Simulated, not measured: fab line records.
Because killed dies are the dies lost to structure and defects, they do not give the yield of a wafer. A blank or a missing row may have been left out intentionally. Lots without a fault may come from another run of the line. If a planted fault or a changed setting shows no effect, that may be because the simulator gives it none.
fab line records -- flow nand_harc
record lots=13, wafers=37, last_day=33
route steps=1302 shown A_CHANNEL_FILL_D1@494 A_ONON_D2@545
lots that met no fault: taken from a fault-free run of the same line
start_h: hours from the record's first day to the start of the lot's first wafer shown -- wait_h: hours elapsed since this lot's preceding step -- " same as the row above -- L1.1+2: a row that stands for several wafers -- - either no value or no given start -- * or withheld: withheld -- < > ~ a bound
route shown NAME@n: names a module that has steps shown in the file, with the first one's number in the route -- usual: mean/standard deviation of fault-free wafers -- same: alike in all rows -- chamber/n: place in a boat -- sites: readings site by site -- _std_site: standard deviation of those values -- _edge_site: inner sites' mean taken away from outer sites' mean -- radius_mm: for every site, how far away it sits from the centre of the wafer -- mask NAME#n: copy n -- behind: the tool/chamber that last shaped the wafer -- hold: cause of the lot's hold/its duration in hours/its outcome -- device: the n, p or np transistor that did not switch -- end of line: the same wafers' tests at the end of the route -- a step without rows: its recipe alone -- killed: dies lost to structure and defects at the first sort, not the wafer's yield -- map: shows each die of a wafer: x if killed, . if not, _ if none is there
set.NAME: setting as actually run; set.NAME@STEP: the setting as run at that earlier step -- model.NAME: the simulator's own value behind a step, which no gauge read
the route's steps for a sample of lots (tables are steps, rows are wafers)
services: from which hour (start_h, from the record's first day; less than 0 if before it) a tool's chamber was out of use, for how many hours, and why
## steps
# step NHARC_A_CHANNEL_FILL_D1_ALD_14
# recipe target_thk_a=25, pulse_time_s=10, ald_cycles=25, temp_c=300, material=SiO2
# usual heater_power_w=450/42, precursor_pulse_height_rel=0.999/0.019, susceptor_temp_C=300.00/0.18
lot.wafer,tool,chamber,start_h,wait_h,heater_power_w,precursor_pulse_height_rel,susceptor_temp_C
L215.1,ald_hk-04,1,204.91,0.1,443,1.035,300.07
L215.5,ald_hk-04,0,204.91,0.1,436,0.979,300.36
L215.6,ald_hk-04,1,204.91,0.1,440,0.999,300.14
L216.1,ald_hk-02,0,218.06,0.1,424,1.008,-
L216.5,ald_hk-02,1,218.06,0.1,425,1.006,-
L216.6,ald_hk-02,2,218.06,0.1,452,1.016,-
L217.3,ald_hk-04,1,221.60,0.2,433,0.999,300.04
L217.6,ald_hk-04,2,221.60,0.2,479,1.016,299.80
L217.5,ald_hk-04,3,221.60,0.2,512,1.014,299.78
L218.1,ald_hk-04,0,225.13,0.1,446,1.016,299.58
L218.4,ald_hk-04,2,225.13,0.1,469,0.994,300.59
L218.6,ald_hk-04,3,225.13,0.1,523,0.992,299.88
L220.1,ald_hk-04,2,237.51,0.0,478,1.030,300.05
L220.2,ald_hk-04,0,237.51,0.0,438,1.056,299.98
L220.5,ald_hk-04,2,237.51,0.0,474,0.993,300.20
L221.2,ald_hk-04,0,250.12,0.6,432,1.003,300.04
L221.3,ald_hk-04,1,250.12,0.6,432,0.977,299.86
L221.4,ald_hk-04,2,250.12,0.6,471,1.019,300.10
L222.3,ald_hk-02,2,276.57,0.1,455,1.009,299.85
L222.4,ald_hk-02,0,276.57,0.1,416,0.981,299.87
L222.6,ald_hk-02,1,276.57,0.1,429,0.987,299.95
L223.1,ald_hk-04,0,280.53,0.0,449,0.991,300.03
L233.3,ald_hk-02,2,373.65,0.0,465,1.021,300.20
L233.4,ald_hk-02,0,373.65,0.0,420,1.014,299.87
L233.6,ald_hk-02,2,373.65,0.0,457,0.988,300.06
L236.1,ald_hk-04,0,407.69,0.0,455,0.989,300.16
L236.2,ald_hk-04,1,407.69,0.0,427,1.012,300.31
L236.4,ald_hk-04,2,407.69,0.0,492,1.019,299.73
L235.4,ald_hk-02,3,407.72,0.1,367,1.005,300.08
L235.6,ald_hk-02,2,407.72,0.1,459,0.981,300.08
L235.5,ald_hk-02,3,407.72,0.1,364,0.988,300.07
L237.3,ald_hk-02,3,425.13,0.0,369,0.989,299.85
L237.4,ald_hk-02,0,425.13,0.0,411,1.028,300.04
L237.5,ald_hk-02,3,425.13,0.0,378,0.985,299.97
L238.4,ald_hk-04,0,425.24,0.2,456,0.989,300.01
L238.5,ald_hk-04,1,425.24,0.2,434,0.981,299.96
L238.6,ald_hk-04,2,425.24,0.2,490,1.018,299.86
# step NHARC_A_CHANNEL_FILL_D1_INSPECT_13
# usual raw_defect_count=357/160
lot.wafer,tool,chamber,start_h,wait_h,raw_defect_count
L215.1,defect_inspect-02,-,248.28,0.0,123
L215.5,defect_inspect-02,-,248.28,0.0,157
L215.6,defect_inspect-02,-,248.28,0.0,249
L216.1,defect_inspect-02,-,258.78,0.0,206
L216.5,defect_inspect-02,-,258.78,0.0,233
L216.6,defect_inspect-02,-,258.78,0.0,185
L218.1,defect_inspect-02,-,266.72,0.0,471
L218.4,defect_inspect-02,-,266.72,0.0,372
L218.6,defect_inspect-02,-,266.72,0.0,451
L217.3,defect_inspect-01,-,266.72,0.0,368
L217.5,defect_inspect-01,-,266.72,0.0,348
L217.6,defect_inspect-01,-,266.72,0.0,363
L220.1,defect_inspect-01,-,280.02,0.0,432
L220.2,defect_inspect-01,-,280.02,0.0,344
L220.5,defect_inspect-01,-,280.02,0.0,527
L221.2,defect_inspect-02,-,292.63,0.0,421
L221.3,defect_inspect-02,-,292.63,0.0,238
L221.4,defect_inspect-02,-,292.63,0.0,307
L222.3,defect_inspect-01,-,317.44,0.0,806
L222.4,defect_inspect-01,-,317.44,0.0,212
L222.6,defect_inspect-01,-,317.44,0.0,491
L223.1,defect_inspect-02,-,324.75,0.0,230
L233.3,defect_inspect-01,-,422.25,0.0,391
L233.4,defect_inspect-01,-,422.25,0.0,347
L233.6,defect_inspect-01,-,422.25,0.0,403
L236.1,defect_inspect-01,-,448.96,0.0,295
L236.2,defect_inspect-01,-,448.96,0.0,318
L236.4,defect_inspect-01,-,448.96,0.0,461
L235.4,defect_inspect-01,-,448.96,0.0,273
L235.5,defect_inspect-01,-,448.96,0.0,189
L235.6,defect_inspect-01,-,448.96,0.0,146
L237.3,defect_inspect-02,-,467.33,0.0,293
L237.4,defect_inspect-02,-,467.33,0.0,312
L237.5,defect_inspect-02,-,467.33,0.0,414
L238.4,defect_inspect-01,-,467.34,0.0,591
L238.5,defect_inspect-01,-,467.34,0.0,458
L238.6,defect_inspect-01,-,467.34,0.0,540
# step NHARC_A_ONON_D2_DEP_00
# recipe target_thk_a=10000, n2_flow_sccm=2750, n2o_flow_sccm=2000, nh3_flow_sccm=500, sih4_flow_sccm=210, temp_c=400
# usual n2_flow_sccm=2749/9.1, n2o_flow_sccm=1999/5.8, susceptor_temp_C=399.97/0.17
lot.wafer,tool,chamber,start_h,wait_h,n2_flow_sccm,n2o_flow_sccm,susceptor_temp_C
L215.1,pecvd_onon-02,0,281.00,0.1,2755,1990,399.83
L215.5,pecvd_onon-02,0,281.00,0.1,2765,1984,400.05
L215.6,pecvd_onon-02,0,281.00,0.1,2772,2011,399.73
L216.1,pecvd_onon-02,0,293.01,0.1,2736,1994,400.25
L216.5,pecvd_onon-02,0,293.01,0.1,2729,1991,399.76
L216.6,pecvd_onon-02,0,293.01,0.1,2736,1997,399.70
L218.1,pecvd_onon-03,0,306.06,0.1,2754,2004,400.19
L218.4,pecvd_onon-03,0,306.06,0.1,2745,1994,400.15
L218.6,pecvd_onon-03,0,306.06,0.1,2752,1999,399.90
L217.3,pecvd_onon-02,0,306.17,0.2,2741,1997,400.02
L217.5,pecvd_onon-02,0,306.17,0.2,2751,2001,399.82
L217.6,pecvd_onon-02,0,306.17,0.2,2752,1990,400.34
L220.1,pecvd_onon-02,0,319.04,0.1,2748,2006,399.94
L220.2,pecvd_onon-02,0,319.04,0.1,2755,2001,399.91
L220.5,pecvd_onon-02,0,319.04,0.1,2753,2002,400.21
L221.2,pecvd_onon-01,0,333.66,0.1,2740,2002,400.04
L221.3,pecvd_onon-01,0,333.66,0.1,2752,1995,400.13
L221.4,pecvd_onon-01,0,333.66,0.1,2741,1998,399.81
L222.3,pecvd_onon-02,0,352.52,0.2,2751,2006,399.72
L222.4,pecvd_onon-02,0,352.52,0.2,2739,2008,399.85
L222.6,pecvd_onon-02,0,352.52,0.2,2745,1997,399.69
L223.1,pecvd_onon-02,0,359.77,0.1,2751,1997,399.98
L233.3,pecvd_onon-02,0,457.08,0.2,2753,2004,400.12
L233.4,pecvd_onon-02,0,457.08,0.2,2737,1998,399.98
L233.6,pecvd_onon-02,0,457.08,0.2,2750,1997,399.64
L236.1,pecvd_onon-02,0,483.40,0.1,2760,1996,399.81
L236.2,pecvd_onon-02,0,483.40,0.1,2765,1994,400.20
L236.4,pecvd_onon-02,0,483.40,0.1,2745,1993,399.76
L235.4,pecvd_onon-01,0,483.57,0.2,2739,1996,399.88
L235.5,pecvd_onon-01,0,483.57,0.2,2752,1997,400.08
L235.6,pecvd_onon-01,0,483.57,0.2,2750,1992,399.99
L237.3,pecvd_onon-03,0,504.83,0.2,2744,1991,399.68
L237.4,pecvd_onon-03,0,504.83,0.2,2754,1998,399.90
L237.5,pecvd_onon-03,0,504.83,0.2,2751,2000,400.10
L238.4,pecvd_onon-02,0,504.89,0.2,2746,2009,400.21
L238.5,pecvd_onon-02,0,504.89,0.2,2755,2003,399.87
L238.6,pecvd_onon-02,0,504.89,0.2,2762,1996,399.93
# step NHARC_A_ONON_D2_THK_MEAS_02
# recipe thk_meas_gauge=ellipsometry
# usual thk_nm=998/8.6
lot.wafer,tool,chamber,start_h,wait_h,hold,thk_nm
L215.1,film_metro-02,-,281.51,-,-,1003
L215.5,film_metro-02,-,281.51,-,-,1002
L215.6,film_metro-02,-,281.51,-,-,1001
L216.1,film_metro-02,-,293.53,-,-,1007
L216.5,film_metro-02,-,293.53,-,-,1005
L216.6,film_metro-02,-,293.53,-,-,1005
L218.1,film_metro-02,-,306.57,-,-,999
L218.4,film_metro-02,-,306.57,-,-,999
L218.6,film_metro-02,-,306.57,-,-,1000
L217.3,film_metro-01,-,306.57,-,-,1002
L217.5,film_metro-01,-,306.57,-,-,1001
L217.6,film_metro-01,-,306.57,-,-,1002
L220.1,film_metro-01,-,319.55,-,-,1013
L220.2,film_metro-01,-,319.55,-,-,1012
L220.5,film_metro-01,-,319.55,-,-,1012
L221.2,film_metro-01,-,334.11,-,-,995
L221.3,film_metro-01,-,334.11,-,-,995
L221.4,film_metro-01,-,334.11,-,-,994
L222.3,film_metro-02,-,352.91,-,-,986
L222.4,film_metro-02,-,352.91,-,-,985
L222.6,film_metro-02,-,352.91,-,-,985
L223.1,film_metro-01,-,360.28,-,await_dispo/0.2h/release,681
L223.1,film_metro-01,-,360.45,0.2,-,681
L233.3,film_metro-01,-,457.47,-,-,1016
L233.4,film_metro-01,-,457.47,-,-,1019
L233.6,film_metro-01,-,457.47,-,-,1017
L235.4,film_metro-01,-,483.91,-,-,996
L235.5,film_metro-01,-,483.91,-,-,999
L235.6,film_metro-01,-,483.91,-,-,998
L236.1,film_metro-01,-,483.91,-,-,987
L236.2,film_metro-01,-,483.91,-,-,988
L236.4,film_metro-01,-,483.91,-,-,989
L238.4,film_metro-01,-,505.23,-,-,1010
L238.5,film_metro-01,-,505.23,-,-,1008
L238.6,film_metro-01,-,505.23,-,-,1007
L237.3,film_metro-01,-,505.26,-,-,997
L237.4,film_metro-01,-,505.26,-,-,998
L237.5,film_metro-01,-,505.26,-,-,997
## services
tool,chamber,start_h,hours,kind
pecvd_onon-02,-,185.00,13.0,pm
pecvd_onon-03,-,227.00,13.0,pm
ald_hk-04,-,259.52,10.0,pm
ald_hk-04,0,259.52,10.0,vent_cycle
ald_hk-04,1,259.52,10.0,vent_cycle
ald_hk-04,2,259.52,10.0,vent_cycle
ald_hk-04,3,259.52,10.0,vent_cycle
pecvd_onon-01,-,269.20,13.0,pm
ald_hk-04,0,269.52,-,clean
ald_hk-04,1,269.52,-,clean
ald_hk-04,2,269.52,-,clean
ald_hk-04,3,269.52,-,clean
ald_hk-04,-,362.84,1.4,repair
pecvd_onon-02,-,366.00,13.0,pm
ald_hk-04,-,406.70,0.8,repair
pecvd_onon-03,-,408.00,13.0,pm
ald_hk-04,1,440.87,10.0,vent_cycle
ald_hk-04,2,440.87,10.0,vent_cycle
pecvd_onon-01,-,450.40,13.0,pm
ald_hk-04,0,450.87,-,clean
ald_hk-04,1,450.87,-,clean
ald_hk-04,2,450.87,-,clean
ald_hk-04,3,450.87,-,clean
pecvd_onon-03,-,454.26,0.2,repair
## key
first_sign step=NHARC_A_ONON_D2_THK_MEAS_02, reading=visit, direction=added
effect step=NHARC_A_ONON_D2_THK_MEAS_02, reading=thk_nm, direction=down, sigmas=37, usual=998, struck=681
met_at NHARC_A_ONON_D2_DEP_00
struck_lots L223
struck_wafers L223.1
later_rows_left_out L223.1
sort_left_out L223.1
tester_left_out L223
not_acting_at NHARC_A_CHANNEL_FILL_D1_ALD_14,NHARC_A_CHANNEL_FILL_D1_INSPECT_13
onset_between 352.52 359.77
fault kind=process_parameter_drift, tool=pecvd_onon-02, chamber=-, onset_h=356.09, steps=NHARC_A_ONON_D2_DEP_00, channel=target_thk_a, offset=*, shape=step, end_h=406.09, scope=struck_wafers_only, acts_in=*, stated=*
# tester_left_out: of these lots the tester's yield and bins aren't shown, on N5 and GAA mostly nor the transistor test; their killed dies are dies lost to structure and defects alone, not to doping, threshold or leakage, so they don't give the yield
# sort_left_out: the simulated sort isn't trusted on such a fault, so these wafers' sort isn't shown, and their yield isn't known
# later_rows_left_out: the simulator's readings of these wafers behind a module that went badly wrong aren't trusted and aren't shown, but for the sort
